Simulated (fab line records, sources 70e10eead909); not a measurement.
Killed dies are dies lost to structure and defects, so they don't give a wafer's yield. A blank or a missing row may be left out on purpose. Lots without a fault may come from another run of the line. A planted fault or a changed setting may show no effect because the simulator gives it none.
Chamber matching | flow nand_harc | NHARC_A_STAIRCASE_TRIM_187 on rie_diel-12: 4 sister chambers
The step chemistry O2, time 211.2 s. 8 wafers are shown with their chamber, then 7 later ones without.

WAFERS WITH THEIR CHAMBER
wafer  | chamber | showerhead_plenum_p_Torr (Torr) | oes_product_au (a.u.)
L079.2 | 2       | 3.71                            | 0.993
L083.5 | 3       | 3.62                            | 1.002
L084.3 | 3       | 3.62                            | 1.006
L089.1 | 1       | 3.62                            | 1.008
L089.2 | 2       | 3.70                            | 0.999
L089.5 | 0       | 3.49                            | 1.013
L094.1 | 0       | 3.49                            | 1.011
L094.4 | 1       | 3.62                            | 1.000

WAFERS WITHOUT THEIR CHAMBER
wafer  | showerhead_plenum_p_Torr (Torr) | oes_product_au (a.u.)
L094.6 | 3.69                            | 0.981
L093.4 | 3.49                            | 1.013
L093.5 | 3.69                            | 0.988
L093.6 | 3.62                            | 1.009
L096.3 | 3.60                            | 0.999
L096.5 | 3.48                            | 1.005
L096.6 | 3.61                            | 1.007

WHICH CHAMBER EACH WENT THROUGH
wafer  | from the rows above     | in truth
L094.6 | 2                       | 2
L093.4 | 0                       | 0
L093.5 | 2                       | 2
L093.6 | can't be placed: 1 or 3 | 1
L096.3 | can't be placed: 1 or 3 | 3
L096.5 | 0                       | 0
L096.6 | can't be placed: 1 or 3 | 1
Placed correctly: 4 of 7. Can't be placed from these rows: 3 (the true chamber is among the candidates in 3). Placed wrongly: 0.
How it was worked out, from the rows above alone: a wafer's distance from a chamber is the root of the sum, over the readings, of the square of ((its reading less the chamber's mean) divided by the reading's scatter). The wafer belongs to the nearest chamber; if the next one is less than 2 further off, it can't be placed. A chamber's mean is the mean of its shown wafers. The scatter: the root of (the sum of the squares of (reading less its chamber's mean) over the shown wafers, divided by (wafers less chambers)).
